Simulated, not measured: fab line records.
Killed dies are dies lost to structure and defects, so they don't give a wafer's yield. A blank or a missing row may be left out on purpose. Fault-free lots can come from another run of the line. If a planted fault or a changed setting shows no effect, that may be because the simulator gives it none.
fab line records + flow n5_finfet
record
- lots=24
- wafers=72
- last_day=19
route steps=1938 shown BEOL_M4@1078
lots untouched by any fault: they come from a run of this same line in which no faults occurred
start_h: the number of hours between the record's first day and the start of the first shown wafer of the lot + wait_h: time in hours since the lot's previous step + " same as the row above + L1.1+2: several wafers, shown together as one row + - value missing, or start not given + * or withheld: withheld + < > ~ a bound
route shown NAME@n: a module of which the file shows steps, and the number in the route of the first + usual: mean/standard deviation of fault-free wafers + same: alike in all rows + chamber/n: place in a boat + sites: the reading at each site + _std_site: how widely they spread, as a standard deviation + _edge_site: the outer-site mean with the inner-site mean subtracted + radius_mm: for every site, how far away it sits from the centre of the wafer + mask NAME#n: copy n + behind: the tool/chamber that last shaped the wafer + hold: what put the lot on hold/how long, in hours/how the hold closed + device: the transistor (n, p or np) that didn't switch + end of line: tests run on the same wafers once the route is complete + a step given without rows: its recipe and nothing more + killed: not the wafer's yield, but the dies lost to structure and defects at the first sort + map: a wafer's dies, x killed, . not, _ none there
set.NAME: the setting the step ran with; set.NAME@STEP: the setting that earlier step ran with + model.NAME: the simulator's own value behind a step, which no gauge read
the route's steps for a sample of lots (tables are steps, rows are wafers)
services: the hour from which a tool's chamber was out of use, counted from the record's first day as start_h (under 0 if before that day), plus the number of hours and why
## steps
# step N5_BEOL_M4_CD_MEAS_35
# recipe
- target_cd_nm=18
- target_cd_y_nm=22.4
- polarity=opening
# usual
- cd_nm=18.2/0.35
| lot.wafer | tool      | chamber | start_h | wait_h | cd_nm |
|-----------|-----------|---------|---------|--------|-------|
| L076.2    | cd_sem-03 | -       | 198.51  | 0.0    | 18.6  |
| L076.3    | "         | -       | "       | "      | 18.4  |
| L076.6    | "         | -       | "       | "      | 18.4  |
| L074.1    | cd_sem-02 | -       | 198.78  | 0.0    | 17.9  |
| L074.3    | "         | -       | "       | "      | 18.7  |
| L074.5    | "         | -       | "       | "      | 18.3  |
| L075.1    | cd_sem-02 | -       | 203.46  | 0.0    | 18.1  |
| L075.4    | "         | -       | "       | "      | 18.2  |
| L075.6    | "         | -       | "       | "      | 18.5  |
| L077.2    | cd_sem-02 | -       | 203.61  | 0.0    | 18.6  |
| L077.3    | "         | -       | "       | "      | 18.4  |
| L077.4    | "         | -       | "       | "      | 17.8  |
| L078.1    | cd_sem-02 | -       | 228.22  | 0.0    | 18.0  |
| L078.3    | "         | -       | "       | "      | 18.1  |
| L078.6    | "         | -       | "       | "      | 17.9  |
| L080.1    | cd_sem-02 | -       | 231.22  | 0.0    | 18.4  |
| L080.3    | "         | -       | "       | "      | 17.6  |
| L080.4    | "         | -       | "       | "      | 17.6  |
| L081.1    | cd_sem-01 | -       | 231.70  | 0.0    | 18.2  |
| L081.4    | "         | -       | "       | "      | 18.2  |
| L081.6    | "         | -       | "       | "      | 18.3  |
| L079.2    | cd_sem-02 | -       | 231.95  | 0.0    | 18.0  |
| L079.3    | "         | -       | "       | "      | 18.5  |
| L079.5    | "         | -       | "       | "      | 18.7  |
| L082.1    | cd_sem-03 | -       | 235.54  | 0.0    | 18.0  |
| L082.3    | "         | -       | "       | "      | 17.7  |
| L082.6    | "         | -       | "       | "      | 18.3  |
| L083.1    | cd_sem-03 | -       | 256.80  | 0.0    | 18.5  |
| L083.2    | "         | -       | "       | "      | 18.2  |
| L083.3    | "         | -       | "       | "      | 18.4  |
| L084.3    | cd_sem-01 | -       | 260.18  | 0.0    | 18.5  |
| L084.4    | "         | -       | "       | "      | 18.6  |
| L084.6    | "         | -       | "       | "      | 18.8  |
| L087.1    | cd_sem-02 | -       | 266.90  | 0.0    | 17.5  |
| L087.4    | "         | -       | "       | "      | 17.6  |
| L087.5    | "         | -       | "       | "      | 18.3  |
| L086.1    | cd_sem-02 | -       | 267.20  | 0.0    | 17.9  |
| L086.4    | "         | -       | "       | "      | 18.2  |
| L086.5    | "         | -       | "       | "      | 18.0  |
| L085.3    | cd_sem-03 | -       | 267.32  | 0.0    | 18.5  |
| L085.5    | "         | -       | "       | "      | 18.3  |
| L085.6    | "         | -       | "       | "      | 18.6  |
| L089.2    | cd_sem-02 | -       | 295.97  | 0.0    | 18.5  |
| L089.3    | "         | -       | "       | "      | 18.6  |
| L089.5    | "         | -       | "       | "      | 18.3  |
| L088.3    | cd_sem-02 | -       | 296.67  | 0.0    | 18.0  |
| L088.5    | "         | -       | "       | "      | 18.1  |
| L088.6    | "         | -       | "       | "      | 18.5  |
| L091.1    | cd_sem-02 | -       | 298.76  | 0.0    | 17.6  |
| L091.4    | "         | -       | "       | "      | 18.2  |
| L091.6    | "         | -       | "       | "      | 17.8  |
| L090.1    | cd_sem-02 | -       | 298.85  | 0.0    | 18.1  |
| L090.3    | "         | -       | "       | "      | 18.2  |
| L090.6    | "         | -       | "       | "      | 18.8  |
| L092.2    | cd_sem-02 | -       | 299.25  | 0.0    | 17.7  |
| L092.3    | "         | -       | "       | "      | 17.8  |
| L092.6    | "         | -       | "       | "      | 17.6  |
| L094.3    | cd_sem-02 | -       | 311.89  | 0.0    | 18.1  |
| L094.5    | "         | -       | "       | "      | 18.3  |
| L094.6    | "         | -       | "       | "      | 18.2  |
| L093.1    | cd_sem-01 | -       | 317.66  | 0.0    | 18.4  |
| L093.3    | "         | -       | "       | "      | 18.1  |
| L093.5    | "         | -       | "       | "      | 18.5  |
| L095.2    | cd_sem-03 | -       | 328.40  | 0.0    | 18.3  |
| L095.4    | "         | -       | "       | "      | 18.3  |
| L095.5    | "         | -       | "       | "      | 18.5  |
| L096.3    | cd_sem-02 | -       | 332.60  | 0.0    | 18.1  |
| L096.4    | "         | -       | "       | "      | 18.5  |
| L096.5    | "         | -       | "       | "      | 18.0  |
| L097.1    | cd_sem-02 | -       | 337.00  | 0.0    | 17.7  |
| L097.3    | "         | -       | "       | "      | 18.1  |
| L097.4    | "         | -       | "       | "      | 17.3  |
# step N5_BEOL_M4_PRE_CLEAN_45
# recipe
- gas=H2/He
- time_s=30
- temp_c=250
# usual
- heater_power_w=339/22
# same
- time_s=30
| lot.wafer | tool           | chamber | start_h | wait_h | heater_power_w |
|-----------|----------------|---------|---------|--------|----------------|
| L076.2    | pvd_sputter-02 | -       | 198.88  | 0.0    | 330            |
| L076.3    | "              | -       | "       | "      | 382            |
| L076.6    | "              | -       | "       | "      | 375            |
| L074.1    | pvd_sputter-02 | -       | 199.18  | 0.0    | 312            |
| L074.3    | "              | -       | "       | "      | 332            |
| L074.5    | "              | -       | "       | "      | 319            |
| L075.1    | pvd_sputter-02 | -       | 203.88  | 0.0    | 322            |
| L075.4    | "              | -       | "       | "      | 299            |
| L075.6    | "              | -       | "       | "      | 339            |
| L077.2    | pvd_sputter-02 | -       | 203.96  | 0.0    | 308            |
| L077.3    | "              | -       | "       | "      | 334            |
| L077.4    | "              | -       | "       | "      | 329            |
| L078.1    | pvd_sputter-03 | -       | 228.53  | 0.0    | 326            |
| L078.3    | "              | -       | "       | "      | 314            |
| L078.6    | "              | -       | "       | "      | 320            |
| L080.1    | pvd_sputter-02 | -       | 231.33  | 0.0    | 311            |
| L080.3    | "              | -       | "       | "      | 383            |
| L080.4    | "              | -       | "       | "      | 340            |
| L081.1    | pvd_sputter-03 | -       | 231.78  | 0.0    | 355            |
| L081.4    | "              | -       | "       | "      | 322            |
| L081.6    | "              | -       | "       | "      | 321            |
| L079.2    | pvd_sputter-03 | -       | 232.03  | 0.0    | 358            |
| L079.3    | "              | -       | "       | "      | 320            |
| L079.5    | "              | -       | "       | "      | 371            |
| L082.1    | pvd_sputter-03 | -       | 235.75  | 0.0    | 363            |
| L082.3    | "              | -       | "       | "      | 319            |
| L082.6    | "              | -       | "       | "      | 373            |
| L083.1    | pvd_sputter-01 | -       | 257.30  | 0.0    | 319            |
| L083.2    | "              | -       | "       | "      | 327            |
| L083.3    | "              | -       | "       | "      | 332            |
| L084.3    | pvd_sputter-02 | -       | 260.56  | 0.0    | 332            |
| L084.4    | "              | -       | "       | "      | 381            |
| L084.6    | "              | -       | "       | "      | 337            |
| L087.1    | pvd_sputter-02 | -       | 267.40  | 0.0    | 309            |
| L087.4    | "              | -       | "       | "      | 340            |
| L087.5    | "              | -       | "       | "      | 373            |
| L086.1    | pvd_sputter-01 | -       | 267.57  | 0.0    | 341            |
| L086.4    | "              | -       | "       | "      | 343            |
| L086.5    | "              | -       | "       | "      | 313            |
| L085.3    | pvd_sputter-01 | -       | 267.65  | 0.0    | 318            |
| L085.5    | "              | -       | "       | "      | 336            |
| L085.6    | "              | -       | "       | "      | 335            |
| L089.2    | pvd_sputter-01 | -       | 296.06  | 0.0    | 317            |
| L089.3    | "              | -       | "       | "      | 349            |
| L089.5    | "              | -       | "       | "      | 318            |
| L088.3    | pvd_sputter-01 | -       | 298.66  | 0.0    | 323            |
| L088.5    | "              | -       | "       | "      | 328            |
| L088.6    | "              | -       | "       | "      | 321            |
| L091.1    | pvd_sputter-03 | -       | 299.16  | 0.0    | 304            |
| L091.4    | "              | -       | "       | "      | 320            |
| L091.6    | "              | -       | "       | "      | 322            |
| L090.1    | pvd_sputter-03 | -       | 299.24  | 0.0    | 314            |
| L090.3    | "              | -       | "       | "      | 358            |
| L090.6    | "              | -       | "       | "      | 323            |
| L092.2    | pvd_sputter-03 | -       | 299.57  | 0.0    | 316            |
| L092.3    | "              | -       | "       | "      | 379            |
| L092.6    | "              | -       | "       | "      | 374            |
| L094.3    | pvd_sputter-03 | -       | 312.36  | 0.0    | 380            |
| L094.5    | "              | -       | "       | "      | 324            |
| L094.6    | "              | -       | "       | "      | 368            |
| L093.1    | pvd_sputter-01 | -       | 318.16  | 0.0    | 320            |
| L093.3    | "              | -       | "       | "      | 337            |
| L093.5    | "              | -       | "       | "      | 337            |
| L095.2    | pvd_sputter-03 | -       | 329.70  | 0.0    | 366            |
| L095.4    | "              | -       | "       | "      | 367            |
| L095.5    | "              | -       | "       | "      | 365            |
| L096.3    | pvd_sputter-02 | -       | 332.82  | 0.0    | 338            |
| L096.4    | "              | -       | "       | "      | 333            |
| L096.5    | "              | -       | "       | "      | 325            |
| L097.1    | pvd_sputter-03 | -       | 337.52  | 0.0    | 319            |
| L097.3    | "              | -       | "       | "      | 321            |
| L097.4    | "              | -       | "       | "      | 374            |
# step N5_BEOL_M4_SPUTTER_79
# recipe
- material=Cu
- target_thk_a=45
- temp_c=-20
- chamber_pressure_pa=0.07
- power_w=withheld
- time_s=8.29
# usual
- throttle_valve_pct=29.6/1.1
# same
- time_s=8.29
| lot.wafer | tool           | chamber | start_h | wait_h | throttle_valve_pct |
|-----------|----------------|---------|---------|--------|--------------------|
| L076.2    | pvd_sputter-02 | -       | 199.74  | 0.1    | 29.6               |
| L076.3    | "              | -       | "       | "      | 28.9               |
| L076.6    | "              | -       | "       | "      | 28.8               |
| L074.1    | pvd_sputter-03 | -       | 201.69  | 0.1    | 29.4               |
| L074.3    | "              | -       | "       | "      | 30.2               |
| L074.5    | "              | -       | "       | "      | 30.4               |
| L075.1    | pvd_sputter-02 | -       | 204.79  | 0.1    | 30.4               |
| L075.4    | "              | -       | "       | "      | 28.7               |
| L075.6    | "              | -       | "       | "      | 28.5               |
| L077.2    | pvd_sputter-03 | -       | 205.07  | 0.1    | 30.2               |
| L077.3    | "              | -       | "       | "      | 28.3               |
| L077.4    | "              | -       | "       | "      | 29.3               |
| L078.1    | pvd_sputter-03 | -       | 229.52  | 0.1    | 30.0               |
| L078.3    | "              | -       | "       | "      | 29.1               |
| L078.6    | "              | -       | "       | "      | 28.4               |
| L080.1    | pvd_sputter-03 | -       | 232.33  | 0.1    | 29.4               |
| L080.3    | "              | -       | "       | "      | 30.1               |
| L080.4    | "              | -       | "       | "      | 28.3               |
| L081.1    | pvd_sputter-02 | -       | 233.06  | 0.1    | 29.4               |
| L081.4    | "              | -       | "       | "      | 30.4               |
| L081.6    | "              | -       | "       | "      | 28.8               |
| L079.2    | pvd_sputter-01 | -       | 234.08  | 0.1    | 30.5               |
| L079.3    | "              | -       | "       | "      | 31.4               |
| L079.5    | "              | -       | "       | "      | 31.6               |
| L082.1    | pvd_sputter-03 | -       | 238.05  | 0.1    | 30.1               |
| L082.3    | "              | -       | "       | "      | 29.4               |
| L082.6    | "              | -       | "       | "      | 28.4               |
| L083.1    | pvd_sputter-02 | -       | 258.42  | 0.1    | 28.3               |
| L083.2    | "              | -       | "       | "      | 30.2               |
| L083.3    | "              | -       | "       | "      | 29.5               |
| L084.3    | pvd_sputter-02 | -       | 261.66  | 0.1    | 28.2               |
| L084.4    | "              | -       | "       | "      | 28.8               |
| L084.6    | "              | -       | "       | "      | 29.7               |
| L087.1    | pvd_sputter-01 | -       | 268.23  | 0.1    | 30.5               |
| L087.4    | "              | -       | "       | "      | 31.7               |
| L087.5    | "              | -       | "       | "      | 31.6               |
| L086.1    | pvd_sputter-02 | -       | 268.44  | 0.1    | 29.3               |
| L086.4    | "              | -       | "       | "      | 28.2               |
| L086.5    | "              | -       | "       | "      | 29.0               |
| L085.3    | pvd_sputter-01 | -       | 270.15  | 0.1    | 31.5               |
| L085.5    | "              | -       | "       | "      | 31.5               |
| L085.6    | "              | -       | "       | "      | 30.6               |
| L089.2    | pvd_sputter-02 | -       | 296.80  | 0.1    | 29.0               |
| L089.3    | "              | -       | "       | "      | 28.2               |
| L089.5    | "              | -       | "       | "      | 28.4               |
| L088.3    | pvd_sputter-02 | -       | 299.46  | 0.1    | 30.4               |
| L088.5    | "              | -       | "       | "      | 29.8               |
| L088.6    | "              | -       | "       | "      | 28.9               |
| L091.1    | pvd_sputter-03 | -       | 300.02  | 0.1    | 30.0               |
| L091.4    | "              | -       | "       | "      | 29.7               |
| L091.6    | "              | -       | "       | "      | 28.3               |
| L090.1    | pvd_sputter-02 | -       | 301.30  | 0.1    | 29.6               |
| L090.3    | "              | -       | "       | "      | 30.4               |
| L090.6    | "              | -       | "       | "      | 29.7               |
| L092.2    | pvd_sputter-03 | -       | 301.94  | 0.1    | 30.2               |
| L092.3    | "              | -       | "       | "      | 29.6               |
| L092.6    | "              | -       | "       | "      | 29.2               |
| L094.3    | pvd_sputter-03 | -       | 313.26  | 0.1    | 30.2               |
| L094.5    | "              | -       | "       | "      | 30.1               |
| L094.6    | "              | -       | "       | "      | 30.4               |
| L093.1    | pvd_sputter-01 | -       | 319.40  | 0.1    | 30.7               |
| L093.3    | "              | -       | "       | "      | 31.5               |
| L093.5    | "              | -       | "       | "      | 31.7               |
| L095.2    | pvd_sputter-03 | -       | 330.70  | 0.1    | 30.3               |
| L095.4    | "              | -       | "       | "      | 29.3               |
| L095.5    | "              | -       | "       | "      | 29.2               |
| L096.3    | pvd_sputter-03 | -       | 335.34  | 0.1    | 29.5               |
| L096.4    | "              | -       | "       | "      | 28.3               |
| L096.5    | "              | -       | "       | "      | 30.2               |
| L097.1    | pvd_sputter-02 | -       | 338.37  | 0.1    | 28.1               |
| L097.3    | "              | -       | "       | "      | 28.8               |
| L097.4    | "              | -       | "       | "      | 29.3               |
# step N5_BEOL_M4_SPUTTER_81
# recipe
- material=Cu
- target_thk_a=45
- temp_c=-20
- chamber_pressure_pa=0.07
- power_w=withheld
- time_s=8.29
# usual
- throttle_valve_pct=29.6/1
# same
- time_s=8.29
| lot.wafer | tool           | chamber | start_h | wait_h | throttle_valve_pct |
|-----------|----------------|---------|---------|--------|--------------------|
| L076.2    | pvd_sputter-02 | -       | 199.96  | 0.1    | 29.3               |
| L076.3    | "              | -       | "       | "      | 29.0               |
| L076.6    | "              | -       | "       | "      | 28.7               |
| L074.1    | pvd_sputter-03 | -       | 201.91  | 0.1    | 29.3               |
| L074.3    | "              | -       | "       | "      | 30.0               |
| L074.5    | "              | -       | "       | "      | 30.3               |
| L075.1    | pvd_sputter-02 | -       | 205.01  | 0.1    | 30.1               |
| L075.4    | "              | -       | "       | "      | 28.9               |
| L075.6    | "              | -       | "       | "      | 28.3               |
| L077.2    | pvd_sputter-03 | -       | 205.29  | 0.1    | 30.4               |
| L077.3    | "              | -       | "       | "      | 28.0               |
| L077.4    | "              | -       | "       | "      | 29.6               |
| L078.1    | pvd_sputter-03 | -       | 229.74  | 0.1    | 30.1               |
| L078.3    | "              | -       | "       | "      | 29.6               |
| L078.6    | "              | -       | "       | "      | 28.4               |
| L080.1    | pvd_sputter-03 | -       | 232.55  | 0.1    | 29.7               |
| L080.3    | "              | -       | "       | "      | 30.1               |
| L080.4    | "              | -       | "       | "      | 28.2               |
| L081.1    | pvd_sputter-02 | -       | 233.28  | 0.1    | 29.8               |
| L081.4    | "              | -       | "       | "      | 30.6               |
| L081.6    | "              | -       | "       | "      | 28.7               |
| L079.2    | pvd_sputter-01 | -       | 234.30  | 0.1    | 30.5               |
| L079.3    | "              | -       | "       | "      | 31.7               |
| L079.5    | "              | -       | "       | "      | 31.6               |
| L082.1    | pvd_sputter-03 | -       | 238.27  | 0.1    | 29.8               |
| L082.3    | "              | -       | "       | "      | 29.5               |
| L082.6    | "              | -       | "       | "      | 28.4               |
| L083.1    | pvd_sputter-02 | -       | 258.64  | 0.1    | 28.1               |
| L083.2    | "              | -       | "       | "      | 30.5               |
| L083.3    | "              | -       | "       | "      | 29.5               |
| L084.3    | pvd_sputter-02 | -       | 261.88  | 0.1    | 28.5               |
| L084.4    | "              | -       | "       | "      | 28.7               |
| L084.6    | "              | -       | "       | "      | 29.6               |
| L087.1    | pvd_sputter-01 | -       | 268.45  | 0.1    | 30.5               |
| L087.4    | "              | -       | "       | "      | 31.6               |
| L087.5    | "              | -       | "       | "      | 31.6               |
| L086.1    | pvd_sputter-02 | -       | 268.66  | 0.1    | 29.6               |
| L086.4    | "              | -       | "       | "      | 28.4               |
| L086.5    | "              | -       | "       | "      | 28.7               |
| L085.3    | pvd_sputter-01 | -       | 270.37  | 0.1    | 31.4               |
| L085.5    | "              | -       | "       | "      | 31.4               |
| L085.6    | "              | -       | "       | "      | 30.5               |
| L089.2    | pvd_sputter-02 | -       | 297.02  | 0.1    | 28.8               |
| L089.3    | "              | -       | "       | "      | 28.3               |
| L089.5    | "              | -       | "       | "      | 28.3               |
| L088.3    | pvd_sputter-02 | -       | 299.68  | 0.1    | 30.3               |
| L088.5    | "              | -       | "       | "      | 29.8               |
| L088.6    | "              | -       | "       | "      | 28.6               |
| L091.1    | pvd_sputter-03 | -       | 300.24  | 0.1    | 29.9               |
| L091.4    | "              | -       | "       | "      | 29.3               |
| L091.6    | "              | -       | "       | "      | 28.1               |
| L090.1    | pvd_sputter-02 | -       | 301.52  | 0.1    | 29.6               |
| L090.3    | "              | -       | "       | "      | 30.4               |
| L090.6    | "              | -       | "       | "      | 29.5               |
| L092.2    | pvd_sputter-03 | -       | 302.16  | 0.1    | 30.2               |
| L092.3    | "              | -       | "       | "      | 29.2               |
| L092.6    | "              | -       | "       | "      | 29.3               |
| L094.3    | pvd_sputter-03 | -       | 313.48  | 0.1    | 29.9               |
| L094.5    | "              | -       | "       | "      | 30.2               |
| L094.6    | "              | -       | "       | "      | 30.1               |
| L093.1    | pvd_sputter-01 | -       | 319.62  | 0.1    | 30.4               |
| L093.3    | "              | -       | "       | "      | 31.5               |
| L093.5    | "              | -       | "       | "      | 31.5               |
| L095.2    | pvd_sputter-03 | -       | 330.92  | 0.1    | 30.5               |
| L095.4    | "              | -       | "       | "      | 29.7               |
| L095.5    | "              | -       | "       | "      | 29.6               |
| L096.3    | pvd_sputter-03 | -       | 335.56  | 0.1    | 29.3               |
| L096.4    | "              | -       | "       | "      | 28.0               |
| L096.5    | "              | -       | "       | "      | 30.2               |
| L097.1    | pvd_sputter-02 | -       | 338.59  | 0.1    | 28.7               |
| L097.3    | "              | -       | "       | "      | 28.9               |
| L097.4    | "              | -       | "       | "      | 29.5               |
# step N5_BEOL_M4_ANNEAL_87
# recipe
- temp_c=400
- time_s=240
- ambient=vacuum
# usual
- heater_power_w=845/57
- susceptor_temp_C_max=400.9/0.32
# same
- time_s=240
| lot.wafer | tool           | chamber | start_h | wait_h | heater_power_w | susceptor_temp_C_max |
|-----------|----------------|---------|---------|--------|----------------|----------------------|
| L076.2    | pvd_sputter-02 | -       | 200.26  | 0.0    | 775            | 400.9                |
| L076.3    | "              | -       | "       | "      | 833            | 400.8                |
| L076.6    | "              | -       | "       | "      | 836            | 400.8                |
| L074.1    | pvd_sputter-03 | -       | 202.21  | 0.0    | 780            | 400.7                |
| L074.3    | "              | -       | "       | "      | 912            | 401.4                |
| L074.5    | "              | -       | "       | "      | 802            | 401.2                |
| L075.1    | pvd_sputter-02 | -       | 205.31  | 0.0    | 919            | 401.3                |
| L075.4    | "              | -       | "       | "      | 837            | 400.3                |
| L075.6    | "              | -       | "       | "      | 847            | 401.5                |
| L077.2    | pvd_sputter-03 | -       | 205.59  | 0.0    | 811            | 401.0                |
| L077.3    | "              | -       | "       | "      | 905            | 400.4                |
| L077.4    | "              | -       | "       | "      | 790            | 400.9                |
| L078.1    | pvd_sputter-03 | -       | 230.04  | 0.0    | 928            | 401.3                |
| L078.3    | "              | -       | "       | "      | 800            | 400.5                |
| L078.6    | "              | -       | "       | "      | 912            | 400.9                |
| L080.1    | pvd_sputter-03 | -       | 232.85  | 0.0    | 789            | 400.8                |
| L080.3    | "              | -       | "       | "      | 908            | 401.7                |
| L080.4    | "              | -       | "       | "      | 947            | 400.8                |
| L081.1    | pvd_sputter-02 | -       | 233.58  | 0.0    | 772            | 401.2                |
| L081.4    | "              | -       | "       | "      | 938            | 400.5                |
| L081.6    | "              | -       | "       | "      | 837            | 400.9                |
| L079.2    | pvd_sputter-01 | -       | 234.60  | 0.0    | 805            | 401.0                |
| L079.3    | "              | -       | "       | "      | 856            | 401.3                |
| L079.5    | "              | -       | "       | "      | 812            | 401.2                |
| L082.1    | pvd_sputter-03 | -       | 238.57  | 0.0    | 912            | 401.6                |
| L082.3    | "              | -       | "       | "      | 805            | 400.7                |
| L082.6    | "              | -       | "       | "      | 904            | 401.0                |
| L083.1    | pvd_sputter-02 | -       | 258.94  | 0.0    | 800            | 401.5                |
| L083.2    | "              | -       | "       | "      | 942            | 401.4                |
| L083.3    | "              | -       | "       | "      | 778            | 401.0                |
| L084.3    | pvd_sputter-02 | -       | 262.18  | 0.0    | 811            | 400.6                |
| L084.4    | "              | -       | "       | "      | 850            | 400.9                |
| L084.6    | "              | -       | "       | "      | 768            | 401.1                |
| L087.1    | pvd_sputter-01 | -       | 268.75  | 0.0    | 803            | 401.2                |
| L087.4    | "              | -       | "       | "      | 842            | 400.8                |
| L087.5    | "              | -       | "       | "      | 837            | 400.7                |
| L086.1    | pvd_sputter-02 | -       | 268.96  | 0.0    | 767            | 401.2                |
| L086.4    | "              | -       | "       | "      | 814            | 401.0                |
| L086.5    | "              | -       | "       | "      | 843            | 400.0                |
| L085.3    | pvd_sputter-01 | -       | 270.67  | 0.0    | 804            | 400.8                |
| L085.5    | "              | -       | "       | "      | 859            | 400.4                |
| L085.6    | "              | -       | "       | "      | 803            | 400.9                |
| L089.2    | pvd_sputter-02 | -       | 297.32  | 0.0    | 882            | 400.8                |
| L089.3    | "              | -       | "       | "      | 807            | 400.8                |
| L089.5    | "              | -       | "       | "      | 835            | 401.0                |
| L088.3    | pvd_sputter-02 | -       | 299.98  | 0.0    | 935            | 401.1                |
| L088.5    | "              | -       | "       | "      | 771            | 400.7                |
| L088.6    | "              | -       | "       | "      | 866            | 400.7                |
| L091.1    | pvd_sputter-03 | -       | 300.54  | 0.0    | 908            | 401.3                |
| L091.4    | "              | -       | "       | "      | 813            | 400.8                |
| L091.6    | "              | -       | "       | "      | 917            | 400.5                |
| L090.1    | pvd_sputter-02 | -       | 301.82  | 0.0    | 758            | 400.9                |
| L090.3    | "              | -       | "       | "      | 959            | 401.2                |
| L090.6    | "              | -       | "       | "      | 780            | 400.8                |
| L092.2    | pvd_sputter-03 | -       | 302.46  | 0.0    | 812            | 401.2                |
| L092.3    | "              | -       | "       | "      | 787            | 400.8                |
| L092.6    | "              | -       | "       | "      | 804            | 400.4                |
| L094.3    | pvd_sputter-03 | -       | 313.78  | 0.0    | 926            | 401.4                |
| L094.5    | "              | -       | "       | "      | 909            | 401.4                |
| L094.6    | "              | -       | "       | "      | 787            | 401.1                |
| L093.1    | pvd_sputter-01 | -       | 319.92  | 0.0    | 774            | 400.8                |
| L093.3    | "              | -       | "       | "      | 839            | 401.1                |
| L093.5    | "              | -       | "       | "      | 842            | 400.8                |
| L095.2    | pvd_sputter-03 | -       | 331.22  | 0.0    | 797            | 401.4                |
| L095.4    | "              | -       | "       | "      | 786            | 399.9                |
| L095.5    | "              | -       | "       | "      | 790            | 400.1                |
| L096.3    | pvd_sputter-03 | -       | 335.86  | 0.0    | 774            | 400.7                |
| L096.4    | "              | -       | "       | "      | 924            | 400.9                |
| L096.5    | "              | -       | "       | "      | 925            | 401.0                |
| L097.1    | pvd_sputter-02 | -       | 338.89  | 0.0    | 830            | 401.3                |
| L097.3    | "              | -       | "       | "      | 858            | 401.0                |
| L097.4    | "              | -       | "       | "      | 787            | 401.1                |
# step N5_BEOL_M4_THK_MEAS_53
# recipe
- thk_meas_gauge=xrf
- reads=Cu_of_BEOL_M4_ECD_50
# usual
- M4_THK=39.4/1.3
| lot.wafer | tool          | chamber | start_h | wait_h | M4_THK[nm] |
|-----------|---------------|---------|---------|--------|------------|
| L076.2    | film_metro-01 | -       | 202.08  | -      | 41.3       |
| L076.3    | "             | -       | "       | "      | 37.7       |
| L076.6    | "             | -       | "       | "      | 38.5       |
| L074.1    | film_metro-01 | -       | 204.61  | -      | 39.5       |
| L074.3    | "             | -       | "       | "      | 39.1       |
| L074.5    | "             | -       | "       | "      | 38.9       |
| L075.1    | film_metro-01 | -       | 207.38  | -      | 39.6       |
| L075.4    | "             | -       | "       | "      | 39.5       |
| L075.6    | "             | -       | "       | "      | 41.3       |
| L077.2    | film_metro-02 | -       | 207.40  | -      | 39.7       |
| L077.3    | "             | -       | "       | "      | 38.2       |
| L077.4    | "             | -       | "       | "      | 38.2       |
| L078.1    | film_metro-02 | -       | 231.89  | -      | 39.4       |
| L078.3    | "             | -       | "       | "      | 38.2       |
| L078.6    | "             | -       | "       | "      | 38.8       |
| L080.1    | film_metro-01 | -       | 234.76  | -      | 38.0       |
| L080.3    | "             | -       | "       | "      | 40.7       |
| L080.4    | "             | -       | "       | "      | 39.3       |
| L081.1    | film_metro-02 | -       | 235.38  | -      | 39.8       |
| L081.4    | "             | -       | "       | "      | 40.2       |
| L081.6    | "             | -       | "       | "      | 41.6       |
| L079.2    | film_metro-02 | -       | 236.41  | -      | 38.3       |
| L079.3    | "             | -       | "       | "      | 39.6       |
| L079.5    | "             | -       | "       | "      | 38.0       |
| L082.1    | film_metro-01 | -       | 240.39  | -      | 36.2       |
| L082.3    | "             | -       | "       | "      | 38.5       |
| L082.6    | "             | -       | "       | "      | 37.5       |
| L083.1    | film_metro-01 | -       | 260.75  | -      | 39.9       |
| L083.2    | "             | -       | "       | "      | 38.6       |
| L083.3    | "             | -       | "       | "      | 40.6       |
| L084.3    | film_metro-02 | -       | 264.11  | -      | 40.6       |
| L084.4    | "             | -       | "       | "      | 39.1       |
| L084.6    | "             | -       | "       | "      | 41.4       |
| L087.1    | film_metro-01 | -       | 270.56  | -      | 38.4       |
| L087.4    | "             | -       | "       | "      | 38.8       |
| L087.5    | "             | -       | "       | "      | 39.7       |
| L086.1    | film_metro-01 | -       | 270.82  | -      | 40.6       |
| L086.4    | "             | -       | "       | "      | 39.2       |
| L086.5    | "             | -       | "       | "      | 39.0       |
| L085.3    | film_metro-02 | -       | 272.48  | -      | 38.3       |
| L085.5    | "             | -       | "       | "      | 40.4       |
| L085.6    | "             | -       | "       | "      | 38.6       |
| L089.2    | film_metro-01 | -       | 299.12  | -      | 37.3       |
| L089.3    | "             | -       | "       | "      | 38.6       |
| L089.5    | "             | -       | "       | "      | 39.5       |
| L088.3    | film_metro-02 | -       | 301.80  | -      | 39.9       |
| L088.5    | "             | -       | "       | "      | 40.5       |
| L088.6    | "             | -       | "       | "      | 40.2       |
| L091.1    | film_metro-01 | -       | 302.34  | -      | 40.8       |
| L091.4    | "             | -       | "       | "      | 40.2       |
| L091.6    | "             | -       | "       | "      | 40.3       |
| L090.1    | film_metro-02 | -       | 303.62  | -      | 40.6       |
| L090.3    | "             | -       | "       | "      | 40.9       |
| L090.6    | "             | -       | "       | "      | 41.1       |
| L092.2    | film_metro-01 | -       | 304.28  | -      | 38.8       |
| L092.3    | "             | -       | "       | "      | 37.5       |
| L092.6    | "             | -       | "       | "      | 36.5       |
| L094.3    | film_metro-01 | -       | 315.59  | -      | 40.8       |
| L094.5    | "             | -       | "       | "      | 40.7       |
| L094.6    | "             | -       | "       | "      | 41.7       |
| L093.1    | film_metro-02 | -       | 321.73  | -      | 41.7       |
| L093.3    | "             | -       | "       | "      | 38.5       |
| L093.5    | "             | -       | "       | "      | 40.5       |
| L095.2    | film_metro-02 | -       | 333.35  | -      | 40.8       |
| L095.4    | "             | -       | "       | "      | 42.3       |
| L095.5    | "             | -       | "       | "      | 41.1       |
| L096.3    | film_metro-02 | -       | 337.67  | -      | 39.0       |
| L096.4    | "             | -       | "       | "      | 40.4       |
| L096.5    | "             | -       | "       | "      | 40.9       |
| L097.1    | film_metro-02 | -       | 340.70  | -      | 37.3       |
| L097.3    | "             | -       | "       | "      | 38.8       |
| L097.4    | "             | -       | "       | "      | 38.1       |
## services
| tool           | chamber | start_h | hours | kind   |
|----------------|---------|---------|-------|--------|
| pvd_sputter-02 | -       | 183.42  | 2.3   | repair |
## key
fault none
